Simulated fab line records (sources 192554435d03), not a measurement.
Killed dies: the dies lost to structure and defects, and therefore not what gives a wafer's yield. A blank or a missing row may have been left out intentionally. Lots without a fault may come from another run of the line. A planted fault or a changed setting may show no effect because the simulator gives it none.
fab line records	flow n5Finfet
[record] lots = 8	wafers = 22	lastDay = 21
route steps=1938 shown BEOL_M5@1149 BEOL_M15@1830 PASSIVATION@1936
lots untouched by any fault: they come from a run of this same line in which no faults occurred
startH: start of the lot's first displayed wafer, in hours after the record's first day	waitH: how many hours have passed since the lot's step before this one	" unchanged from the row above	L1.1+2: one row covering several wafers at once	- value missing, or start not given	* or withheld: withheld	< > ~ a bound
route shown NAME@n: names a module that has steps shown in the file, with the first one's number in the route	usual: average and standard deviation across the fault-free wafers	same: alike in all rows	chamber/n: place in a boat	sites: per-site readings	_std_site: standard deviation across them	_edge_site: the outer-site mean with the inner-site mean subtracted	radiusMm: how far each site lies from the wafer's centre	mask NAME#n: copy n	behind: the most recent tool/chamber to have shaped the wafer	hold: what put the lot on hold/how long, in hours/how the hold closed	device: which transistor (n, p or np) failed to switch	end of line: the same wafers' tests at the end of the route	for a step that has no rows: nothing shown but its recipe	killed: not the wafer's yield, but the dies lost to structure and defects at the first sort	map: dies across one wafer; x = killed, . = not, _ = none there
set.NAME: setting as actually run; set.NAME@STEP: the setting as run at that earlier step	model.NAME: the simulator's own value behind a step, which no gauge read
route steps across a sampled set of lots; one table per step, one row per wafer
services: when a tool's chamber went out of use (startH, in hours from the record's first day, below 0 if earlier), for how many hours, and the reason
[[steps]]
[step N5_BEOL_M5_OVL_MEAS_29]
[recipe] pointsPerWafer = 522
[usual] V4_OVL = 0.2/0.85
lot.wafer	tool	chamber	startH	waitH	V4_OVL[nm]
L623.1	overlay-02	0	280.60	0.0	0.7
L623.4	"	0	"	"	0.6
L623.5	"	0	"	"	1.1
L633.3	overlay-01	0	321.35	0.0	-1.1
L633.6	"	0	"	"	0.1
L637.1	overlay-02	0	349.72	0.0	0.0
L637.2	"	0	"	"	0.4
L637.5	"	0	"	"	0.5
L635.1	overlay-02	0	361.06	0.0	-0.5
L635.2	"	0	"	"	-0.1
L635.6	"	0	"	"	0.3
L638.2	overlay-02	0	366.53	0.0	0.8
L638.3	"	0	"	"	0.1
L642.1	overlay-02	0	390.82	0.0	0.0
L642.3	"	0	"	"	-0.2
L642.4	"	0	"	"	-0.5
L643.1	overlay-01	0	390.87	0.0	-1.4
L643.3	"	0	"	"	-0.4
L643.6	"	0	"	"	-1.2
L645.2	overlay-02	0	406.99	0.0	0.1
L645.3	"	0	"	"	-0.8
L645.6	"	0	"	"	-0.7
[step N5_BEOL_M5_TRENCH_ETCH_37]
[recipe] chemistry = C4F6/O2	targetDepthA = 716.52	target = SiCOH_lowk	timeS = 24.7	ionEnergyEv = 250	pressureMtorr = 30	sourceW = 345	biasW = 185	Ar_flow_sccm = 300	C4F6_flow_sccm = 10	O2_flow_sccm = 10
[usual] drypumpMotorCurrentA = 5.7/0.4	oesProductAu = 0.79/0.086	rfVppV = 665/19	runLengthS = 47.9/0.51	showerheadPlenumPTorr = 2.85/0.1	throttleValvePct = 21.0/0.39
lot.wafer	tool	chamber	startH	waitH	drypumpMotorCurrentA	oesProductAu	rfHoursCounterH	rfVppV	runLengthS	showerheadPlenumPTorr	throttleValvePct
L623.1	rieDiel-06	3	280.96	-	5.4	0.93	23	692	48.4	3.04	21.2
L623.4	"	2	"	"	5.8	0.71	201	660	47.5	2.96	20.7
L623.5	"	2	"	"	5.8	0.70	-	661	47.7	2.96	20.7
L633.3	rieDiel-06	1	321.80	-	5.6	0.75	176	662	48.6	2.77	21.7
L633.6	"	1	"	"	5.7	0.74	-	662	48.9	2.77	21.7
L637.1	rieDiel-02	3	350.30	-	5.4	0.80	90	664	47.4	2.99	20.6
L637.2	"	0	"	"	5.8	0.80	123	654	48.8	2.78	21.2
L637.5	"	2	"	"	5.9	0.68	-	688	47.7	2.71	21.3
L635.1	rieDiel-06	2	361.43	-	5.8	0.68	222	660	44.0	2.95	20.7
L635.2	"	1	"	"	5.6	0.73	191	662	48.9	2.76	21.7
L635.6	"	0	"	"	5.7	0.87	-	685	47.2	2.79	20.7
L638.2	rieDiel-06	0	366.95	-	5.7	0.87	64	682	47.8	2.79	20.6
L638.3	"	1	"	"	5.6	0.73	193	660	45.6	2.76	21.7
L642.1	rieDiel-02	3	391.18	-	5.4	0.77	108	667	47.2	2.98	20.7
L642.3	"	1	"	"	4.9	0.73	207	651	47.4	2.87	21.5
L642.4	"	1	"	"	4.9	0.72	-	651	47.2	2.87	21.5
L643.1	rieDiel-06	2	391.28	-	5.8	0.68	231	659	44.5	2.94	20.7
L643.3	"	1	"	"	5.6	0.73	201	660	45.9	2.76	21.7
L643.6	"	2	"	"	5.8	0.68	-	660	47.6	2.95	20.7
L645.2	rieDiel-03	3	407.36	-	6.5	0.70	201	671	47.8	2.86	21.1
L645.3	"	1	"	"	5.9	0.90	36	671	48.2	2.89	20.6
L645.6	"	2	"	"	6.0	0.95	-	676	48.2	3.01	20.2
[step N5_BEOL_M5_OCD_MEAS_38]
[usual] trenchDepthNm = 71.6/1.6
lot.wafer	tool	chamber	startH	waitH	trenchDepthNm
L623.1	ocd-02	-	281.11	-	72.9
L623.4	"	-	"	"	70.2
L623.5	"	-	"	"	70.3
L633.3	ocd-01	-	321.96	-	70.9
L633.6	"	-	"	"	71.5
L637.1	ocd-02	-	350.45	-	72.5
L637.2	"	-	"	"	74.8
L637.5	"	-	"	"	71.0
L635.1	ocd-01	-	361.58	-	59.8
L635.2	"	-	"	"	71.6
L635.6	"	-	"	"	72.6
L638.2	ocd-01	-	367.11	-	73.6
L638.3	"	-	"	"	62.5
L642.1	ocd-01	-	391.33	-	70.8
L642.3	"	-	"	"	71.9
L642.4	"	-	"	"	72.4
L643.1	ocd-01	-	391.43	-	60.6
L643.3	"	-	"	"	61.2
L643.6	"	-	"	"	69.1
L645.2	ocd-01	-	407.51	-	69.3
L645.3	"	-	"	"	70.9
L645.6	"	-	"	"	71.6
[step N5_BEOL_M5_CD_MEAS_35]
[recipe] targetCdNm = 28	targetCdYNm = 24	polarity = opening
[usual] cdNm = 28.1/0.35
lot.wafer	tool	chamber	startH	waitH	cdNm
L623.1	cdSem-02	-	281.27	0.0	28.2
L623.4	"	-	"	"	28.5
L623.5	"	-	"	"	28.1
L633.3	cdSem-03	-	322.11	0.0	28.3
L633.6	"	-	"	"	27.8
L637.1	cdSem-01	-	350.60	0.0	28.1
L637.2	"	-	"	"	28.1
L637.5	"	-	"	"	28.5
L635.1	cdSem-02	-	361.73	0.0	27.9
L635.2	"	-	"	"	28.1
L635.6	"	-	"	"	28.0
L638.2	cdSem-01	-	367.26	0.0	28.0
L638.3	"	-	"	"	28.3
L642.1	cdSem-01	-	391.48	0.0	28.3
L642.3	"	-	"	"	27.7
L642.4	"	-	"	"	28.4
L643.1	cdSem-03	-	391.58	0.0	27.9
L643.3	"	-	"	"	27.7
L643.6	"	-	"	"	27.6
L645.2	cdSem-02	-	407.66	0.0	28.2
L645.3	"	-	"	"	27.8
L645.6	"	-	"	"	28.4
[step N5_BEOL_M5_ALD_86]
[recipe] material = TaN	targetThkA = *	tempC = 275	aldPrecursorFamily = PDMAT	aldCoReactant = NH3	pressureTorr = 3	carrierFlowSccm = 1500	pulseTimeS = 2	purgeTimeS = 3	coReactantPurgeTimeS = 2	coReactantPulseTimeS = 3	aldCycles = 30	precursorVesselTempC = 75	precursorVesselPressureTorr = 26.25	precursorVesselCarrierSccm = 1000
[usual] heaterPowerW = 434/43
lot.wafer	tool	chamber	startH	waitH	heaterPowerW	sinceWetCleanH
L623.1	aldMetal-02	0	281.98	0.0	344	6099
L623.4	"	2	"	"	405	6099
L623.5	"	2	"	"	401	-
L633.3	aldMetal-04	1	323.11	0.0	415	3063
L633.6	"	1	"	"	417	-
L637.1	aldMetal-03	2	351.13	0.1	389	4629
L637.2	"	1	"	"	368	4629
L637.5	"	2	"	"	388	-
L635.1	aldMetal-04	3	362.40	0.1	467	3102
L635.2	"	2	"	"	480	3102
L635.6	"	1	"	"	415	-
L638.2	aldMetal-04	3	368.20	0.3	464	3108
L638.3	"	2	"	"	452	3108
L642.1	aldMetal-03	3	392.11	0.0	458	4670
L642.3	"	1	"	"	373	4670
L642.4	"	0	"	"	459	4670
L643.1	aldMetal-02	3	392.34	0.0	419	41
L643.3	"	1	"	"	427	41
L643.6	"	3	"	"	426	-
L645.2	aldMetal-04	1	408.20	0.1	411	3148
L645.3	"	3	"	"	458	3148
L645.6	"	2	"	"	458	-
[step N5_BEOL_M5_THK_MEAS_53]
[recipe] thkMeasGauge = xrf	reads = Cu_of_BEOL_M5_ECD_50
[usual] M5_THK = 60.1/2
lot.wafer	tool	chamber	startH	waitH	M5_THK[nm]
L623.1	filmMetro-01	-	287.72	-	63.1
L623.4	"	-	"	"	58.2
L623.5	"	-	"	"	57.5
L633.3	filmMetro-01	-	329.56	-	62.3
L633.6	"	-	"	"	62.6
L637.1	filmMetro-01	-	357.46	-	63.0
L637.2	"	-	"	"	62.3
L637.5	"	-	"	"	59.6
L635.1	filmMetro-01	-	368.10	-	48.5
L635.2	"	-	"	"	60.1
L635.6	"	-	"	"	62.8
L638.2	filmMetro-02	-	374.09	-	59.5
L638.3	"	-	"	"	51.2
L642.1	filmMetro-01	-	398.43	-	59.4
L642.3	"	-	"	"	60.7
L642.4	"	-	"	"	59.0
L643.1	filmMetro-01	-	399.29	-	49.6
L643.3	"	-	"	"	49.7
L643.6	"	-	"	"	59.0
L645.2	filmMetro-02	-	415.38	-	56.9
L645.3	"	-	"	"	59.5
L645.6	"	-	"	"	62.1
[step N5_BEOL_M5_RS_MEAS_57]
[recipe] thkMeasGauge = four-point-probe	reads = Co_of_BEOL_M5_CO_CAP_78+Cu_of_BEOL_M5_ECD_50+Co_of_BEOL_M5_CVD_47+TaN_of_BEOL_M5_ALD_86
[usual] M5_RS = 0.390/0.016
lot.wafer	tool	chamber	startH	waitH	M5_RS[ohm/sq]
L623.1	filmMetro-01	-	287.98	0.0	0.364
L623.4	"	-	"	"	0.398
L623.5	"	-	"	"	0.406
L633.3	filmMetro-01	-	329.82	0.1	0.375
L633.6	"	-	"	"	0.371
L637.1	filmMetro-02	-	357.77	0.0	0.370
L637.2	"	-	"	"	0.375
L637.5	"	-	"	"	0.396
L635.1	filmMetro-01	-	368.43	0.1	0.509
L635.2	"	-	"	"	0.392
L635.6	"	-	"	"	0.370
L638.2	filmMetro-01	-	374.38	0.1	0.393
L638.3	"	-	"	"	0.471
L642.1	filmMetro-01	-	398.72	0.1	0.390
L642.3	"	-	"	"	0.379
L642.4	"	-	"	"	0.394
L643.1	filmMetro-02	-	399.55	0.0	0.488
L643.3	"	-	"	"	0.486
L643.6	"	-	"	"	0.396
L645.2	filmMetro-02	-	415.72	0.1	0.417
L645.3	"	-	"	"	0.398
L645.6	"	-	"	"	0.377
[step N5_BEOL_M15_RC_MEAS_101]
[usual] COMB_M10 = 1.5e-11/3.1e-12	COMB_M11 = 1.42e-11/2.6e-12	COMB_M12 = 6.6e-12/1.5e-12	COMB_M13 = 5e-12/1.3e-12	COMB_M14 = 3.6e-12/6.7e-13	COMB_M15 = 2.5e-12/6.2e-13	COMB_M5 = 3.6e-11/7e-12	COMB_M6 = 2.5e-11/4.8e-12	COMB_M6_max_site = 3.6e-11/8.2e-12	COMB_M7 = 2.6e-11/5.1e-12	COMB_M8 = 2.6e-11/5.6e-12	COMB_M9 = 1.42e-11/2.8e-12	SERP_M10 = 3.09/0.12	SERP_M11 = 3.08/0.1	SERP_M12 = 0.643/0.024	SERP_M13 = 0.313/0.0086	SERP_M13_max_site = 0.317/0.0087	SERP_M14 = 0.161/0.0059	SERP_M5 = 38.8/2	SERP_M5_max_site = 40.3/2.3	SERP_M6 = 13.9/0.81	SERP_M7 = 13.7/0.69	SERP_M8 = 14.1/0.76	SERP_M9 = 3.10/0.11
lot.wafer	tool	chamber	startH	waitH	COMB_M10[S/m]	COMB_M11[S/m]	COMB_M12[S/m]	COMB_M13[S/m]	COMB_M14[S/m]	COMB_M15[S/m]	COMB_M5[S/m]	COMB_M6[S/m]	COMB_M6_max_site[S/m]	COMB_M7[S/m]	COMB_M8[S/m]	COMB_M9[S/m]	SERP_M10[ohm/um]	SERP_M11[ohm/um]	SERP_M12[ohm/um]	SERP_M13[ohm/um]	SERP_M13_max_site[ohm/um]	SERP_M14[ohm/um]	SERP_M5[ohm/um]	SERP_M5_max_site[ohm/um]	SERP_M6[ohm/um]	SERP_M7[ohm/um]	SERP_M8[ohm/um]	SERP_M9[ohm/um]
L623.1	prober-01	0	374.03	0.0	1.3e-11	1.59e-11	4.8e-12	6.4e-12	4.5e-12	2.3e-12	3.5e-11	1.9e-11	3.1e-11	2.8e-11	3.2e-11	1.05e-11	3.18	3.02	0.630	0.313	0.315	0.167	34.7	37.0	13.0	13.9	13.3	3.23
L623.4	"	0	"	"	1.3e-11	1.37e-11	7.5e-12	6.1e-12	3e-12	1.9e-12	3.5e-11	2.1e-11	2.6e-11	3e-11	2.4e-11	1.66e-11	3.08	3.07	0.663	0.310	0.313	0.155	40.6	42.2	13.6	13.0	14.1	3.21
L623.5	"	0	"	"	1.1e-11	1.11e-11	5.3e-12	4.5e-12	2.8e-12	2.2e-12	5.8e-11	3.2e-11	4.1e-11	3.5e-11	2.7e-11	1.76e-11	3.15	3.13	0.640	0.304	0.309	0.157	40.1	41.7	13.4	14.2	13.9	3.06
L633.3	prober-02	0	404.06	0.3	1.9e-11	1.32e-11	6.4e-12	5.9e-12	3.8e-12	2.6e-12	2.7e-11	2.2e-11	2.7e-11	2.9e-11	3.4e-11	1.41e-11	3.00	3.01	0.659	0.327	0.333	0.155	38.5	39.7	14.4	13.0	14.2	3.06
L633.6	"	0	"	"	1.5e-11	1.56e-11	5.6e-12	6.1e-12	3.2e-12	3.1e-12	6.3e-11	2e-11	2.4e-11	2.7e-11	2.4e-11	1.88e-11	3.04	2.94	0.651	0.325	0.327	0.162	37.7	38.4	15.5	12.9	15.6	3.28
L637.1	prober-01	0	433.74	0.2	1.2e-11	1.61e-11	8.8e-12	5.8e-12	4.2e-12	2.3e-12	2.8e-11	1.9e-11	2.7e-11	2.3e-11	2.4e-11	1.61e-11	3.29	2.92	0.639	0.324	0.326	0.157	37.1	38.3	13.0	14.3	14.3	3.00
L637.2	"	0	"	"	1.8e-11	1.42e-11	8.9e-12	5.4e-12	4.4e-12	2e-12	2.9e-11	2.2e-11	4.1e-11	3.1e-11	2.6e-11	1.18e-11	3.11	2.93	0.656	0.309	0.312	0.166	37.2	38.3	14.8	14.0	14.8	3.27
L637.5	"	0	"	"	2e-11	1.6e-11	7.6e-12	3.9e-12	3.6e-12	2.6e-12	4.1e-11	2.4e-11	3.1e-11	1.9e-11	3e-11	1.69e-11	3.12	3.21	0.638	0.320	0.322	0.165	38.2	40.0	14.9	14.4	12.9	3.15
L635.1	prober-02	0	439.59	0.0	1.7e-11	1.33e-11	7.6e-12	6.2e-12	4.4e-12	1.9e-12	4e-11	2.2e-11	2.5e-11	2.4e-11	1.6e-11	1.18e-11	2.91	3.09	0.616	0.315	0.319	0.159	52.6	55.4	14.5	15.2	14.8	2.93
L635.2	"	0	"	"	1.2e-11	1.17e-11	4.4e-12	4.7e-12	3.7e-12	2.4e-12	4.6e-11	2.3e-11	3e-11	3.7e-11	1.6e-11	1.1e-11	3.15	3.12	0.661	0.295	0.297	0.151	39.2	40.8	15.3	13.1	13.3	3.01
L635.6	"	0	"	"	1.9e-11	1.44e-11	6.6e-12	5.9e-12	4.4e-12	1.4e-12	3.2e-11	2.5e-11	3.7e-11	2.7e-11	2.5e-11	1.5e-11	3.22	3.13	0.602	0.324	0.327	0.159	37.6	39.7	16.3	14.5	13.6	2.95
L638.2	prober-01	0	441.70	0.2	1.6e-11	1.59e-11	5.6e-12	6.8e-12	4.4e-12	1.4e-12	2.8e-11	2.3e-11	3.4e-11	3.4e-11	3.1e-11	1.36e-11	3.10	3.05	0.661	0.317	0.319	0.164	40.1	42.5	13.9	13.5	13.7	3.07
L638.3	"	0	"	"	1.7e-11	1.22e-11	4.4e-12	4.4e-12	3e-12	1.4e-12	3.3e-11	2.5e-11	3.4e-11	3.4e-11	3.7e-11	1.45e-11	3.09	3.21	0.663	0.332	0.335	0.168	48.2	49.2	13.6	13.3	13.6	2.98
L642.1	prober-02	0	467.95	0.0	1.9e-11	1.67e-11	6e-12	3.2e-12	3.9e-12	3.5e-12	4.1e-11	3e-11	3.8e-11	2.4e-11	3e-11	1.34e-11	3.14	3.11	0.627	0.313	0.316	0.157	39.3	41.0	12.7	12.2	14.2	3.12
L642.3	"	0	"	"	1.5e-11	1.7e-11	5.5e-12	4.8e-12	4.6e-12	3.9e-12	3.6e-11	2e-11	2.7e-11	2.7e-11	3.3e-11	1.21e-11	3.23	3.01	0.641	0.307	0.311	0.153	39.0	40.7	13.4	13.0	12.5	3.08
L642.4	"	0	"	"	1.6e-11	2.04e-11	5.8e-12	6.2e-12	3.5e-12	2.3e-12	3.8e-11	2.4e-11	3.5e-11	2.6e-11	2.2e-11	1.48e-11	3.13	3.16	0.624	0.320	0.324	0.164	38.5	39.1	14.3	13.1	15.2	3.12
L643.1	prober-01	0	483.54	0.0	1e-11	1.45e-11	5.6e-12	8.3e-12	2.4e-12	1.9e-12	2.8e-11	2.6e-11	3.1e-11	2.7e-11	2.8e-11	9.2e-12	3.16	3.16	0.626	0.322	0.324	0.167	48.8	49.8	12.9	13.2	13.2	2.96
L643.3	"	0	"	"	1.2e-11	2.03e-11	5.9e-12	5e-12	3.5e-12	1.6e-12	2.7e-11	3.1e-11	5.4e-11	2.4e-11	2.8e-11	9.7e-12	3.15	3.28	0.617	0.309	0.313	0.167	48.6	50.1	14.0	13.5	13.1	3.02
L643.6	"	0	"	"	1.2e-11	1.39e-11	6.4e-12	4.7e-12	2.2e-12	1.4e-12	3.2e-11	3.1e-11	4.8e-11	3.1e-11	3.7e-11	1.08e-11	2.89	3.15	0.640	0.310	0.311	0.167	38.6	40.9	13.6	12.9	13.6	3.02
L645.2	prober-02	0	497.60	0.2	9e-12	1.28e-11	6e-12	5.3e-12	3.5e-12	3.7e-12	3.1e-11	3.6e-11	4e-11	2e-11	3.3e-11	1.62e-11	3.14	3.09	0.624	0.323	0.325	0.163	39.6	40.8	14.4	13.1	12.1	3.16
L645.3	"	0	"	"	1.3e-11	1.33e-11	8e-12	5.1e-12	3.9e-12	1.9e-12	3.1e-11	2.5e-11	3.3e-11	1.7e-11	3.4e-11	1.18e-11	3.04	3.03	0.690	0.293	0.294	0.153	40.2	43.2	13.9	14.0	13.6	3.05
L645.6	"	0	"	"	1.3e-11	1.83e-11	7.9e-12	4.5e-12	3.8e-12	2.4e-12	4.2e-11	3.6e-11	4.7e-11	1.7e-11	2.5e-11	1.21e-11	3.14	3.30	0.612	0.316	0.319	0.160	36.2	37.0	14.0	13.8	12.8	3.25
// sites SERP_M5 radiusMm=0,75,75,75,75,140,140,140,140
L623.1 32.6 34.0 33.7 34.7 34.6 36.9 36.4 36.5 37.0
L633.3 39.7 38.5 39.0 39.0 38.6 36.9 36.8 36.2 37.4
L637.1 37.6 37.8 36.8 38.0 36.5 37.1 36.2 38.3 37.1
L635.1 54.3 55.4 52.6 54.0 53.8 48.2 45.0 47.4 45.9
L638.2 40.5 40.7 42.5 41.5 40.1 38.3 39.2 39.4 38.2
L642.1 40.4 40.3 41.0 39.8 39.3 38.1 38.4 38.2 37.1
L643.1 48.3 49.8 49.6 49.4 48.8 49.8 48.0 47.1 48.1
L645.2 37.6 40.0 39.8 39.8 39.0 39.1 40.8 39.6 39.6
[step N5_PASSIVATION_PROBE_49]
[usual] defectLimitedYield = 91.1/1.4	killed_at_M0_to_M3 = 34/9.6	killed_at_M4_up = 15/5.3	killedAtContacts = 12/6.1	killedAtFrontEnd = 40/11	killedAtOther = 3.5/2.8	killedDies = 105/17	killedOpen = 70/12	killedShort = 34/7.7	sort_bin_4_leakage = 0.01/0.07	sort_bin_5_function = 5.2/0.97	sort_bin_6_memory = 3.4/0.62	sort_bin_8_speed = 0.00/0.023	sortNPass = 1075/17	sortYieldPct = 91.1/1.4
[same] grossDies = 1180	killedAtBackSide = 0
lot.wafer	tool	chamber	startH	waitH	defectLimitedYield[%]	killed_at_M0_to_M3	killed_at_M4_up	killedAtContacts	killedAtFrontEnd	killedAtOther	killedDies	killedOpen	killedShort	sort_bin_4_leakage[%]	sort_bin_5_function[%]	sort_bin_6_memory[%]	sort_bin_8_speed[%]	sortNPass	sortYieldPct[%]
L638.3	prober-01	-	457.03	0.1	92.1	30	21	10	26	6	93	53	40	0	4.5	2.9	0	1087	92.1
L643.3	prober-01	-	500.58	0.1	91.5	34	13	16	37	0	100	70	29	0	4.9	3.3	0.08	1080	91.5
// killed by level:class
L638.3 FIN_SAQP:geometricParticle:short=9 BEOL_M0_SAQP:geometricParticle:open=9 MOL_CONTACT_COAG:geometricParticle:open=8 BEOL_M2:geometricParticle:open=7 BEOL_M4:geometricParticle:open=7 BEOL_M4:geometricParticle:short=6 BEOL_M0_SAQP:geometricParticle:short=5 BEOL_M2:geometricParticle:short=3
L643.3 MOL_CONTACT_COAG:geometricParticle:open=15 STI_FIN_REVEAL:geometricParticle:open=9 BEOL_M3:geometricParticle:open=9 BEOL_M1:geometricParticle:open=6 BEOL_M2:geometricParticle:open=6 ILD0:geometricParticle:short=5 GATE_CUT:geometricParticle:short=4 BEOL_M0_SAQP:geometricParticle:open=4
[[services]]
tool	chamber	startH	hours	kind
rieDiel-02	2	261.12	1.7	repair
aldMetal-03	2	264.01	4.8	repair
rieDiel-03	3	264.21	16.9	repair
rieDiel-03	0	266.87	9.2	repair
rieDiel-02	2	283.39	7.7	repair
aldMetal-03	2	310.32	1.9	repair
aldMetal-04	-	336.50	4.3	pm
aldMetal-02	-	337.25	14.0	pm
aldMetal-02	0	337.25	14.0	ventCycle
aldMetal-02	1	337.25	14.0	ventCycle
aldMetal-02	2	337.25	14.0	ventCycle
aldMetal-02	3	337.25	14.0	ventCycle
rieDiel-06	2	340.34	7.7	repair
aldMetal-04	0	344.43	36.9	repair
aldMetal-02	0	351.25	-	clean
aldMetal-02	1	351.25	-	clean
aldMetal-02	2	351.25	-	clean
aldMetal-02	3	351.25	-	clean
aldMetal-03	-	354.52	0.8	repair
rieDiel-02	1	357.58	23.7	repair
rieDiel-02	-	358.10	0.8	repair
aldMetal-04	1	362.12	-	calibration
aldMetal-03	0	378.50	-	calibration
rieDiel-02	2	383.25	-	clean
[[key]]
[firstSign] step = N5_BEOL_M5_TRENCH_ETCH_37	reading = runLengthS	direction = down	sigmas = 5.7	usual = *	struck = *
[effect] step = N5_BEOL_M5_OCD_MEAS_38	reading = trenchDepthNm	direction = down	sigmas = 6.7	usual = 71.6	struck = 61.0
[effect] step = N5_BEOL_M5_THK_MEAS_53	reading = M5_THK	direction = down	sigmas = 5.1	usual = 60.1	struck = 49.8
[effect] step = N5_BEOL_M5_RS_MEAS_57	reading = M5_RS	direction = up	sigmas = 6.1	usual = 0.390	struck = 0.488
[effect] step = N5_BEOL_M15_RC_MEAS_101	reading = SERP_M5	direction = up	sigmas = 5.4	usual = 38.8	struck = 49.6
metAt N5_BEOL_M5_TRENCH_ETCH_37
struckLots L635,L638,L643
struckWafers L635.1,L638.3,L643.1,L643.3
notActingAt N5_BEOL_M5_OVL_MEAS_29,N5_BEOL_M5_CD_MEAS_35,N5_BEOL_M5_ALD_86
onsetBetween 321.80 361.43
[fault] kind = processParameterDrift	tool = rieDiel-06	chamber = -	onsetH = 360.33	steps = N5_BEOL_M5_TRENCH_ETCH_37	channel = timeS	offset = *	shape = step	endH = 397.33	scope = struckWafersOnly	actsIn = *	stated = *
